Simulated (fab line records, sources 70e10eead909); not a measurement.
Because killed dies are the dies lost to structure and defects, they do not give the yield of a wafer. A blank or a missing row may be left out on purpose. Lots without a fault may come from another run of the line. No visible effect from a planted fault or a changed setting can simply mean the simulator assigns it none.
fab line records | flow nand-harc
record: lots: 5 wafers: 15 last-day: 32
route steps=1302 shown P_GATE@155
lots that met no fault: from a run of the same line without faults
start-h: the number of hours between the record's first day and the start of the first shown wafer of the lot | wait-h: time in hours since the lot's previous step | " same as the row above | L1.1+2: one row covering several wafers at once | - no value, or no start was given | * or withheld: withheld | < > ~ a bound
route shown NAME@n: a module of which the file shows steps, and the number in the route of the first | usual: mean and standard deviation over wafers with no fault | same: alike in all rows | chamber/n: place in a boat | sites: each site's reading | _std_site: the values' standard deviation | _edge_site: inner sites' mean taken away from outer sites' mean | radius-mm: how far each site lies from the wafer's centre | mask NAME#n: copy n | behind: the tool/chamber that last shaped the wafer | hold: why the lot was held/for how many hours/how that ended | device: the n, p or np transistor that did not switch | end of line: the route-end tests of the same wafers | step lacking rows: just its recipe | killed: dies that structure and defects cost at the first sort, which is not the same as the wafer's yield | map: the dies of a wafer, with x for killed, . for not killed, _ for no die there
set.NAME: the setting the step ran with; set.NAME@STEP: the setting that earlier step ran with | model.NAME: the simulator's own value behind a step, which no gauge read
lots at selected steps of the route; one table per step, one row per wafer
services: when a tool's chamber went out of use (start-h, in hours from the record's first day, below 0 if earlier), for how many hours, and the reason
== steps ==
step: NHARC_P_GATE_ALD_36
recipe: target-thk-a: 200 pulse-time-s: 60 ald-cycles: 223 temp-c: 400 material: SiNx
usual: heater-power-w: 775/70 precursor-pulse-height-rel: 1.001/0.022
same: pulse-time-s: 60
columns lot.wafer tool chamber start-h wait-h heater-power-w precursor-pulse-height-rel
L182.2 ald-sin-03 0 117.72 - 816 1.019
L182.4 " 1 118.78 - 807 0.986
L182.5 " 0 121.95 - 804 1.011
L189.3 ald-sin-03 3 199.55 - 830 1.013
L189.5 " 0 200.61 - 847 1.003
L189.6 " 1 201.67 - 807 1.010
L192.3 ald-sin-03 1 215.63 - 805 0.994
L192.2 " 3 217.75 - 838 1.005
L192.4 " 0 218.81 - 826 0.956
L194.1 ald-sin-04 3 247.71 - 708 1.033
L194.2 " 0 248.78 - 829 0.997
L194.5 " 3 251.99 - 732 0.996
L202.3 ald-sin-01 3 320.35 - 916 1.031
L202.6 " 3 324.55 - 914 0.994
L202.5 " 0 325.60 - 771 0.992
step: NHARC_P_GATE_ETCHBACK_37
recipe: target-depth-a: 345 time-s: 17.2 chf3-flow-sccm: 50 o2-flow-sccm: 10 ar-flow-sccm: 200 rf-w: 500 bias-w: 200 chemistry: CHF3/O2
usual: drypump-motor-current-A: 5.8/0.55 o2-flow-sccm: 10.00/0.031 oes-product-au: 0.95/0.035 rf-vpp-V: 371.1/2.6 showerhead-plenum-p-Torr: 2.43/0.11 throttle-valve-pct: 20.572/0.0091
columns lot.wafer tool chamber start-h wait-h drypump-motor-current-A o2-flow-sccm oes-product-au rf-hours-counter-h rf-vpp-V showerhead-plenum-p-Torr throttle-valve-pct
L182.2 rie-diel-01 3 - - 5.9 10.01 0.96 6 366.6 2.27 20.576
L182.4 " 0 " " 6.2 9.94 0.92 7 373.1 2.53 20.569
L182.5 " 1 " " 5.2 10.05 0.93 - 374.6 2.57 20.576
L189.3 rie-diel-13 3 - - 6.2 9.99 0.92 2 371.2 2.34 20.582
L189.6 " 1 " " 4.9 9.97 0.93 - 373.8 2.55 20.584
L189.5 " 2 " " 6.5 10.00 0.94 - 371.1 2.52 20.572
L192.3 rie-diel-07 0 - - 6.5 9.96 0.91 5 368.6 2.34 20.562
L192.2 " 1 " " 5.0 9.98 0.92 4 373.4 2.53 20.565
L192.4 " 2 " " 5.6 9.98 0.94 3 366.0 2.24 20.573
L194.1 rie-diel-01 3 - - 5.9 9.98 0.94 1 368.5 2.27 20.568
L194.2 " 0 " " 6.2 10.04 0.93 2 374.4 2.52 20.563
L194.5 " 0 " " 6.2 10.03 0.94 - 372.8 2.52 20.559
L202.3 rie-diel-07 1 - - 5.0 10.09 0.92 2 373.1 2.52 20.563
L202.6 " 3 " " 5.6 9.94 0.91 - 370.4 2.35 20.582
L202.5 " 0 " " 6.5 9.97 0.92 - 368.9 2.34 20.561
step: NHARC_P_GATE_STRIP_101
recipe: time-s: 20 o2-flow-sccm: 500 ar-flow-sccm: 0 bias-w: 0 chemistry: O2
usual: drypump-motor-current-A: 5.8/0.53 o2-flow-sccm: 499.9/1.5 oes-product-au: 1.004/0.015 rf-vpp-V: 57.9/0.86 showerhead-plenum-p-Torr: 3.56/0.16 throttle-valve-pct: 17.037/0.0098
columns lot.wafer tool chamber start-h wait-h drypump-motor-current-A o2-flow-sccm oes-product-au rf-hours-counter-h rf-vpp-V showerhead-plenum-p-Torr throttle-valve-pct
L182.4 rie-diel-01 0 127.34 0.1 6.2 500.3 1.000 7 57.7 3.71 17.035
L182.2 " 3 " " 5.9 501.0 1.033 6 58.0 3.34 17.020
L182.5 " 1 " " 5.3 499.1 0.999 - 59.2 3.77 17.058
L189.3 rie-diel-13 0 206.01 0.1 5.7 501.1 1.003 2 56.4 3.51 17.049
L189.6 " 2 " " 6.6 499.4 1.025 - 59.2 3.70 17.052
L189.5 " 3 " " 6.3 497.3 1.027 - 58.7 3.44 17.032
L192.2 rie-diel-07 2 225.27 0.1 5.7 500.9 1.008 3 57.5 3.30 17.031
L192.4 " 0 " " 6.5 499.5 0.972 5 57.6 3.44 17.050
L192.3 " 1 " " 5.0 499.4 0.987 4 58.2 3.71 17.034
L194.2 rie-diel-01 0 257.40 0.1 6.2 498.5 1.005 2 58.1 3.70 17.052
L194.1 " 1 " " 5.2 497.4 1.012 2 58.7 3.77 17.057
L194.5 " 1 " " 5.2 500.9 1.020 - 58.1 3.77 17.053
L202.3 rie-diel-07 0 329.92 0.1 6.6 502.0 0.985 2 57.5 3.44 17.024
L202.5 " 1 " " 5.0 500.8 0.982 - 57.2 3.70 17.047
L202.6 " 2 " " 5.7 501.0 0.980 - 57.1 3.30 17.043
step: NHARC_P_GATE_PRECLEAN_97
recipe: time-s: 600 temp-c: 120 chemistry: SPM
step: NHARC_P_GATE_SRD_98
step: NHARC_P_GATE_PRECLEAN_99
recipe: time-s: * temp-c: 50 bath-age-min: 0 chemistry: SC1
step: NHARC_P_GATE_SRD_100
step: NHARC_P_GATE_DEHYDRATE_38
recipe: temp-c: 150 time-s: 120
step: NHARC_P_GATE_HMDS_39
recipe: time-s: 30
step: NHARC_P_GATE_COAT_40
recipe: spin-rpm: 3000
step: NHARC_P_GATE_SOFTBAKE_41
recipe: temp-c: 122 time-s: 95
step: NHARC_P_GATE_EBR_42
step: NHARC_P_GATE_EXPOSE_43
recipe: na: 0.6 target-cd-nm: 720 dose-mj: 14.81 mask-id: P_NSD
usual: exposure-dose-mJ-cm2: 14.809/0.014
columns lot.wafer tool chamber start-h wait-h mask exposure-dose-mJ-cm2
L182.2 krf-scanner-04 0 128.11 - P_NSD#0 14.837
L182.4 " 0 " " P_NSD#0 14.799
L182.5 " 0 " " P_NSD#0 14.823
L189.3 krf-scanner-02 0 206.78 - P_NSD#0 14.810
L189.5 " 0 " " P_NSD#0 14.804
L189.6 " 0 " " P_NSD#0 14.832
L192.2 krf-scanner-02 0 226.04 - P_NSD_R1#0 14.825
L192.3 " 0 " " P_NSD_R1#0 14.818
L192.4 " 0 " " P_NSD_R1#0 14.831
L194.1 krf-scanner-04 0 258.03 - P_NSD#0 14.813
L194.2 " 0 " " P_NSD#0 14.818
L194.5 " 0 " " P_NSD#0 14.810
L202.3 krf-scanner-03 0 330.64 - P_NSD#0 14.797
L202.5 " 0 " " P_NSD#0 14.804
L202.6 " 0 " " P_NSD#0 14.794
step: NHARC_P_GATE_PEB_44
recipe: peb-temp-c: 118 peb-time-s: 85
step: NHARC_P_GATE_DEVELOP_45
recipe: time-s: 70
step: NHARC_P_GATE_CD_MEAS_46
recipe: target-cd-nm: 720 landing-energy-ev: 500
usual: cd-nm: 719.6/2.2
same: landing-energy-ev: 500
columns lot.wafer tool chamber start-h wait-h cd-nm
L182.2 cd-sem-01 0 128.27 - 718.6
L182.4 " 0 " " 721.2
L182.5 " 0 " " 718.9
L189.3 cd-sem-01 0 206.93 - 717.5
L189.5 " 0 " " 718.7
L189.6 " 0 " " 719.0
L192.2 cd-sem-01 0 226.20 - 694.3
L192.3 " 0 " " 694.5
L192.4 " 0 " " 696.1
L194.1 cd-sem-03 0 258.19 - 721.4
L194.2 " 0 " " 720.0
L194.5 " 0 " " 718.4
L202.3 cd-sem-02 0 330.79 - 721.3
L202.5 " 0 " " 720.9
L202.6 " 0 " " 721.9
step: NHARC_P_GATE_HARDBAKE_47
recipe: temp-c: 125 time-s: 80
step: NHARC_P_GATE_DESCUM_48
recipe: time-s: 3 o2-flow-sccm: 200 ar-flow-sccm: 0 bias-power-w: 0 chemistry: O2
usual: drypump-motor-current-A: 5.8/0.55 o2-flow-sccm: 200.0/0.6 oes-product-au: 1.007/0.014 rf-vpp-V: 57.7/0.88 showerhead-plenum-p-Torr: 1.94/0.09 throttle-valve-pct: 11.311/0.0089
columns lot.wafer tool chamber start-h wait-h drypump-motor-current-A o2-flow-sccm oes-product-au rf-hours-counter-h rf-vpp-V showerhead-plenum-p-Torr throttle-valve-pct model.P_GATE.cd-nm
L182.2 rie-diel-01 0 128.44 - 6.2 200.2 0.999 7 58.5 2.02 11.309 718.6
L182.4 " 2 " " 5.9 199.8 0.980 5 57.7 1.87 11.317 721.2
L182.5 " 3 " " 5.9 200.8 1.035 - 56.5 1.80 11.318 719
L189.3 rie-diel-13 2 207.11 - 6.5 199.7 1.012 2 58.0 2.01 11.307 717
L189.6 " 1 " " 4.9 199.5 1.002 - 59.0 2.04 11.307 719.7
L189.5 " 2 " " 6.6 200.1 1.017 - 56.7 2.01 11.300 718
L192.3 rie-diel-13 0 226.76 - 5.7 200.1 1.001 4 58.8 1.90 11.322 694.5
L192.2 " 3 " " 6.3 200.6 1.026 5 56.9 1.86 11.304 693.4
L192.4 " 3 " " 6.2 199.8 1.023 - 57.7 1.86 11.311 695.1
L194.2 rie-diel-13 3 258.37 - 6.2 199.9 1.031 8 57.0 1.86 11.313 720
L194.1 " 0 " " 5.7 199.2 0.999 7 57.7 1.90 11.305 721.8
L194.5 " 2 " " 6.6 199.8 1.021 - 57.3 2.01 11.314 717.8
L202.3 rie-diel-07 0 330.95 - 6.5 200.9 1.004 2 56.9 1.86 11.306 721.7
L202.5 " 0 " " 6.5 200.6 1.011 - 55.8 1.86 11.315 721.6
L202.6 " 1 " " 5.0 200.3 0.992 - 57.3 2.02 11.303 721.9
step: NHARC_P_GATE_IMPLANT_49
recipe: energy-kev: 30 dose-cm2: 3e+15 tilt-deg: 7
== services ==
columns tool chamber start-h hours kind
krf-scanner-02 - 94.00 4.0 pm
krf-scanner-03 - 109.43 2.9 repair
rie-diel-07 - 117.20 9.0 pm
rie-diel-13 1 120.04 4.3 repair
rie-diel-13 0 125.28 4.0 repair
rie-diel-13 0 134.27 2.6 repair
rie-diel-13 - 165.00 9.0 pm
ald-sin-03 - 170.83 10.0 pm
krf-scanner-04 - 182.35 4.0 pm
rie-diel-01 0 185.15 2.8 repair
rie-diel-07 0 189.96 4.2 repair
rie-diel-01 - 203.80 9.0 pm
krf-scanner-04 - 208.95 0.2 repair
rie-diel-13 2 220.15 34.9 repair
rie-diel-13 3 236.14 2.6 repair
rie-diel-07 - 239.29 0.7 repair
krf-scanner-02 - 266.00 4.0 pm
ald-sin-03 - 282.99 1.5 repair
rie-diel-07 1 285.15 4.3 repair
rie-diel-13 2 290.62 6.3 repair
rie-diel-07 - 294.21 9.0 pm
rie-diel-01 2 294.55 8.8 repair
rie-diel-13 3 305.49 14.4 repair
rie-diel-01 - 307.05 0.8 repair
== key ==
first-sign: step: NHARC_P_GATE_EXPOSE_43 reading: mask direction: changed
effect: step: NHARC_P_GATE_CD_MEAS_46 reading: cd-nm direction: down sigmas: 11 usual: 719.6 struck: 695.0
model-effect: step: NHARC_P_GATE_DESCUM_48 value: P_GATE.cd-nm without: 716.1 struck: 694.3
met-at NHARC_P_GATE_EXPOSE_43
struck-wafers L192.2,L192.3,L192.4
tester-left-out L192
onset-between 206.78 226.04
fault: kind: wrong-mask tool: any chamber: - onset-h: 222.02 steps: NHARC_P_GATE_EXPOSE_43 aux-copy: P_NSD_R1#0 cd-offset-nm: -21.798 scope: struck-lots-only
tester-left-out: of these lots the tester's yield and bins aren't shown, on N5 and GAA mostly nor the transistor test; their killed dies are dies lost to structure and defects alone, not to doping, threshold or leakage, so they don't give the yield
